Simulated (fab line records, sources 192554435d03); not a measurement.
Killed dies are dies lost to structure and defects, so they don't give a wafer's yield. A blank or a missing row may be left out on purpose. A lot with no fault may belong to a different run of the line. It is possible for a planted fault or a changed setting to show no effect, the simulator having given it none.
Matching of chambers | flow n5_finfet | pecvd-01 running N5_FIN_SAQP_PECVD_06: 3 sister chambers
The step deposits a-Si from SiH4/He, target thk 60 nm, time 48.1 s. 16 wafers are shown with their chamber, then 8 later ones without.

== WAFERS, EACH WITH ITS CHAMBER ==
wafer  | chamber | throttle_valve_pct (%) | heater_power_w (W) | showerhead_plenum_p_Torr (Torr)
L074.1 | 1       | 19.2                   | 852                | 5.70
L074.4 | 1       | 19.1                   | 867                | 5.70
L074.6 | 0       | 18.8                   | 810                | 5.68
L077.4 | 1       | 18.8                   | 810                | 5.70
L077.5 | 1       | 19.0                   | 840                | 5.71
L077.6 | 0       | 19.1                   | 870                | 5.68
L078.1 | 0       | 18.9                   | 917                | 5.68
L078.3 | 0       | 19.0                   | 909                | 5.68
L078.5 | 0       | 19.1                   | 920                | 5.66
L079.2 | 0       | 19.0                   | 832                | 5.67
L079.5 | 0       | 19.1                   | 842                | 5.67
L079.6 | 1       | 18.8                   | 820                | 5.70
L080.1 | 1       | 19.7                   | 857                | 5.70
L080.2 | 2       | 16.7                   | 1065               | 5.71
L080.4 | 1       | 19.1                   | 853                | 5.69
L084.1 | 0       | 19.1                   | 834                | 5.68

SIGNATURES (averages over the wafers above)
reading                  | chamber 0 | chamber 1 | chamber 2 | scatter within a chamber
throttle_valve_pct       | 19.012    | 19.100    | 16.700    | 0.223
heater_power_w           | 866.75    | 842.71    | 1065.00   | 34.9
showerhead_plenum_p_Torr | 5.6750    | 5.7000    | 5.7100    | 0.00679
Rule: a wafer lies at a distance from a chamber equal to the root of the sum of squares, over the readings, of (its reading less the chamber's mean, divided by the reading's scatter). The wafer belongs to the nearest chamber; if the next one is less than 2 further off, it can't be placed. The scatter: the root of (the sum of the squares of (reading less its chamber's mean) over the shown wafers, divided by (wafers less chambers)).

== WAFERS WITH NO CHAMBER GIVEN ==
wafer  | throttle_valve_pct (%) | heater_power_w (W) | showerhead_plenum_p_Torr (Torr)
L084.3 | 19.1                   | 888                | 5.69
L084.4 | 19.2                   | 829                | 5.67
L091.1 | 19.1                   | 824                | 5.70
L091.3 | 17.0                   | 966                | 5.69
L091.4 | 16.8                   | 985                | 5.71
L093.1 | 19.2                   | 870                | 5.68
L093.2 | 19.2                   | 822                | 5.70
L093.6 | 19.0                   | 809                | 5.69

== THE CHAMBER EACH PASSED THROUGH ==
wafer  | from the rows above     | in truth
L084.3 | can't be placed: 1 or 0 | 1
L084.4 | 0                       | 0
L091.1 | 1                       | 1
L091.3 | 2                       | 2
L091.4 | 2                       | 2
L093.1 | can't be placed: 0 or 1 | 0
L093.2 | 1                       | 1
L093.6 | can't be placed: 1 or 0 | 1
Correctly placed: 5 of 8. From these rows, 3 cannot be placed; in 3 the true chamber is one of the candidates. Wrongly placed: 0.
